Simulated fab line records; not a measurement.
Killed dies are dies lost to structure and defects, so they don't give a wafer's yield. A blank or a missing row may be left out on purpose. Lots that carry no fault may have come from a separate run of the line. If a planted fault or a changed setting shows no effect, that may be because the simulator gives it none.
Chamber matching	flow n5-finfet	N5_BEOL_M8_CURE_75 on uv-cure-02 has 3 sister chambers
The step cures SiCOH lowk, time 120 s. 14 wafers are shown with their chamber, then 7 later ones without.

== WAFERS, EACH WITH ITS CHAMBER ==
wafer	chamber	lamp-power-pct (%)	wafer_temp_C_max
L074.1	2	52.35	371.4
L074.2	2	52.39	371.2
L074.3	2	52.28	372.2
L079.2	1	52.28	371.5
L079.3	1	52.25	371.6
L079.6	1	52.30	372.2
L083.2	1	52.33	371.4
L083.4	1	52.22	371.6
L083.6	1	52.28	371.4
L090.1	0	52.40	372.0
L090.5	0	52.43	371.5
L090.6	0	52.41	372.3
L092.1	0	52.32	371.3
L092.3	0	52.34	371.8

SIGNATURES (averages over the wafers above)
reading	chamber 0	chamber 1	chamber 2	scatter within a chamber
lamp-power-pct	52.3800	52.2767	52.3400	0.0453
wafer_temp_C_max	371.780	371.617	371.600	0.386
Rule: distance of a wafer from a chamber = root of the sum over the readings of ((wafer's reading minus chamber's mean) / reading's scatter) squared. If the next closest chamber is less than 2 further off than the closest, the wafer can't be placed; otherwise it belongs to the closest. The scatter: take each reading less its chamber's mean, square it, sum over the shown wafers, divide by the number of wafers less the number of chambers, and take the root.

== WAFERS MISSING THEIR CHAMBER ==
wafer	lamp-power-pct (%)	wafer_temp_C_max
L092.4	52.29	371.6
L093.2	52.36	371.3
L093.4	52.33	371.3
L093.5	52.23	371.6
L094.2	52.27	371.8
L094.4	52.30	372.0
L094.6	52.22	372.5

== WHICH CHAMBER EACH ONE RAN IN ==
wafer	from the rows above	in truth
L092.4	can't be placed: 1 or 2 or 0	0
L093.2	can't be placed: 2 or 0 or 1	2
L093.4	can't be placed: 2 or 1 or 0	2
L093.5	can't be placed: 1 or 2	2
L094.2	can't be placed: 1 or 2 or 0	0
L094.4	can't be placed: 1 or 2 or 0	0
L094.6	can't be placed: 1 or 2 or 0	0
Correctly placed: 0 of 7. Unplaceable from these rows: 7, with the true chamber sitting among the candidates in 7. 0 placed wrongly.
